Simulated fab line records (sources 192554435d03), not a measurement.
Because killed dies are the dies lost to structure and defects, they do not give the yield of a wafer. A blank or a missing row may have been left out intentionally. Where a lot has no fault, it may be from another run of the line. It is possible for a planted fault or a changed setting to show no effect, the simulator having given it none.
Which tool did it? -- flow n5-finfet -- 12 lots, 33 wafers sampled, at 3 steps of a route of 1938

WHAT THE GAUGES SHOWED, per wafer
N5_BEOL_M11_CD_MEAS_11: target cd 64.1 nm.
lot,measured,on,cd-nm (nm)
L644,day 9 18:46,cd-sem-03,64.7 65.0 64.8
L645,day 10 09:24,cd-sem-02,63.8 63.8 64.8
L647,day 10 20:55,cd-sem-02,64.1 65.1 64.9
L648,day 11 02:14,cd-sem-01,63.8 63.4 63.8
L649,day 11 02:46,cd-sem-01,64.3 64.6 64.5
L651,day 12 02:24,cd-sem-02,63.6 64.2 64.6
L654,day 12 19:24,cd-sem-02,63.2 64.1
L656,day 13 15:17,cd-sem-02,63.8 64.7
L659,day 14 02:19,cd-sem-03,63.8 64.5
L662,day 14 18:04,cd-sem-03,64.5 63.9 62.8
L666,day 15 20:39,cd-sem-03,63.7 65.2 64.0
L667,day 15 21:16,cd-sem-01,64.7 65.4 63.8

N5_BEOL_M11_OVL_MEAS_29.
lot,measured,on,V10_OVL (nm)
L644,day 9 23:22,overlay-01,-0.6 -1.3 -1.5
L645,day 10 11:08,overlay-02,0.1 -0.7 -0.4
L647,day 10 21:54,overlay-01,-0.5 1.0 0.3
L648,day 11 04:23,overlay-01,-0.7 -1.7 -0.8
L649,day 11 04:34,overlay-02,-1.2 -0.8 -1.2
L651,day 12 04:31,overlay-02,-0.9 0.3 0.0
L654,day 12 21:38,overlay-02,-0.9 -0.3
L656,day 13 18:46,overlay-01,-0.5 0.4
L659,day 14 03:17,overlay-01,0.0 -0.7
L662,day 14 20:50,overlay-01,-1.4 -1.9 -1.2
L666,day 15 22:29,overlay-01,0.2 -0.3 0.4
L667,day 15 22:40,overlay-02,0.1 -0.8 -0.4

EACH LOT AND THE TOOL THAT RAN IT (in order: tool; ch and the chambers of the sampled wafers; start)
lot,N5_BEOL_M11_PECVD_70
L644,"pecvd-03 ch 0,1, day 9 17:33"
L645,"pecvd-01 ch 0,1,2, day 10 07:57"
L647,"pecvd-02 ch 0,1,2, day 10 15:37"
L648,"pecvd-02 ch 0,2, day 11 00:20"
L649,"pecvd-03 ch 0,1,2, day 11 02:12"
L651,"pecvd-02 ch 0,2, day 12 01:49"
L654,"pecvd-02 ch 1,2, day 12 16:47"
L656,"pecvd-03 ch 0,2, day 13 13:49"
L659,"pecvd-02 ch 0,1, day 14 01:34"
L662,"pecvd-02 ch 0,2, day 14 16:30"
L666,"pecvd-02 ch 0,2, day 15 19:05"
L667,"pecvd-01 ch 0,1,2, day 15 20:31"
- N5_BEOL_M11_PECVD_70: deposits SiO2 from TEOS/O2, target thk 20 nm, time 22.7 s.

WHAT THE TOOLS THEMSELVES READ (means of the sampled wafers that have a number; where no wafer has one, the mark that the record gives instead)
N5_BEOL_M11_PECVD_70.
lot,tool,heater-power-w (W),showerhead-plenum-p-Torr (Torr),throttle-valve-pct (%)
L644,pecvd-03,623,8.81,23.6
L645,pecvd-01,686,8.87,23.5
L647,pecvd-02,744,8.73,22.5
L648,pecvd-02,729,8.73,22.3
L649,pecvd-03,689,8.79,22.6
L651,pecvd-02,719,8.73,22.3
L654,pecvd-02,662,8.71,22.3
L656,pecvd-03,634,8.77,21.9
L659,pecvd-02,794,8.75,23.5
L662,pecvd-02,648,8.72,21.7
L666,pecvd-02,601,8.71,21.6
L667,pecvd-01,720,8.87,23.4

THE ANSWER, worked out from the rows above alone
Rule: the lots themselves supply what counts as usual. The widest of any qualifying gaps counts: lots, ordered by their means at a reading, are off when they make up no more than a third of the lots, leave a main group of 4 or more, and stand apart from it by 3 or more times the standard deviation of that group's means. If all means in a main group match to the digits the tables above print for the reading, that group is not used. Also off: a lot with no number at a reading for which 4 or more lots have one. Any other lot the step has rows for is counted as sound. First the gauges in route order, then the tools' own readings, where a lot's mean is used as printed above. At the first step where some lot is off, the reading lying furthest off is the one used; lots without a number count as furthest.
None of the lots is off at any reading shown; this tells nothing.

WHAT WAS PUT IN BY THE SIMULATOR
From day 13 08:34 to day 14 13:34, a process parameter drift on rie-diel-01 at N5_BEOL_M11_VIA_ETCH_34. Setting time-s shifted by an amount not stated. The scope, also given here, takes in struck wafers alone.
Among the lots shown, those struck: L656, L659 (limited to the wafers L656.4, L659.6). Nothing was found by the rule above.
